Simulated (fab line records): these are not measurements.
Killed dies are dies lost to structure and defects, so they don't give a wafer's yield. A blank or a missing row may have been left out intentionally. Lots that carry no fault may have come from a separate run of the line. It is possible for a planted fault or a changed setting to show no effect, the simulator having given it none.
Which tool is to blame? :: flow nand_harc :: 43 wafers sampled from 15 lots at 1 step of a route of 1159

== WHAT THE GAUGES READ, wafer by wafer ==
NHARC_A_CONTACT_INSPECT_23. Usual: raw_defect_count reads 442 (standard deviation 130).
lot: L871
measured: day 17 14:41
on: defect_inspect-02
raw_defect_count: 381 319 450
flag: 

lot: L872
measured: day 17 20:31
on: defect_inspect-01
raw_defect_count: 448 446 527
flag: 

lot: L868
measured: day 18 02:29
on: defect_inspect-02
raw_defect_count: 341 353 445
flag: 

lot: L867
measured: day 18 03:40
on: defect_inspect-02
raw_defect_count: 459 445 450
flag: 

lot: L870
measured: day 18 04:51
on: defect_inspect-02
raw_defect_count: 469 564 771
flag: 

lot: L873
measured: day 18 14:42
on: defect_inspect-01
raw_defect_count: 424 365 414
flag: 

lot: L876
measured: day 19 01:25
on: defect_inspect-02
raw_defect_count: 393 421 862
flag: 

lot: L875
measured: day 19 07:38
on: defect_inspect-01
raw_defect_count: 280 283 322
flag: 

lot: L877
measured: day 19 13:31
on: defect_inspect-02
raw_defect_count: 300 394 395
flag: 

lot: L874
measured: day 19 13:59
on: defect_inspect-01
raw_defect_count: 374 581 458
flag: 

lot: L878
measured: day 20 01:45
on: defect_inspect-01
raw_defect_count: 504 417 394
flag: 

lot: L882
measured: day 20 02:13
on: defect_inspect-02
raw_defect_count: 357 544 520
flag: 

lot: L890
measured: day 22 12:41
on: defect_inspect-02
raw_defect_count: 301 403 350
flag: 

lot: L888
measured: day 22 17:46
on: defect_inspect-02
raw_defect_count: 297 236
flag: 

lot: L889
measured: day 22 21:19
on: defect_inspect-02
raw_defect_count: 600 360
flag: 

== WHICH TOOL RAN EACH LOT (tool, then ch and the chambers of the sampled wafers, then the start) ==
Before these readings, the record contains no process step.

== AS READ BY THE TOOLS THEMSELVES (means over the sampled wafers that have a number; for cases with no such wafer, the mark the record gives instead) ==
The record holds no such reading with a usual standard deviation.

== THE ANSWER, worked out from the rows above alone ==
Rule: a lot is off if the mean of its wafers that have a number lies more than 3 standard deviations from the usual mean. A lot without any number at a reading at which 4 lots or more have one is off too. Where the step has rows for the other lots, those lots are counted as sound. After the gauges, taken in route order, come the tools' own readings; for these a lot's mean is taken, as printed above. At the first step where some lot is off, the reading lying furthest off is the one used; lots without a number count as furthest.
Across all readings shown, no lot is off: no conclusion can be drawn from this.

== WHAT WAS PUT IN BY THE SIMULATOR ==
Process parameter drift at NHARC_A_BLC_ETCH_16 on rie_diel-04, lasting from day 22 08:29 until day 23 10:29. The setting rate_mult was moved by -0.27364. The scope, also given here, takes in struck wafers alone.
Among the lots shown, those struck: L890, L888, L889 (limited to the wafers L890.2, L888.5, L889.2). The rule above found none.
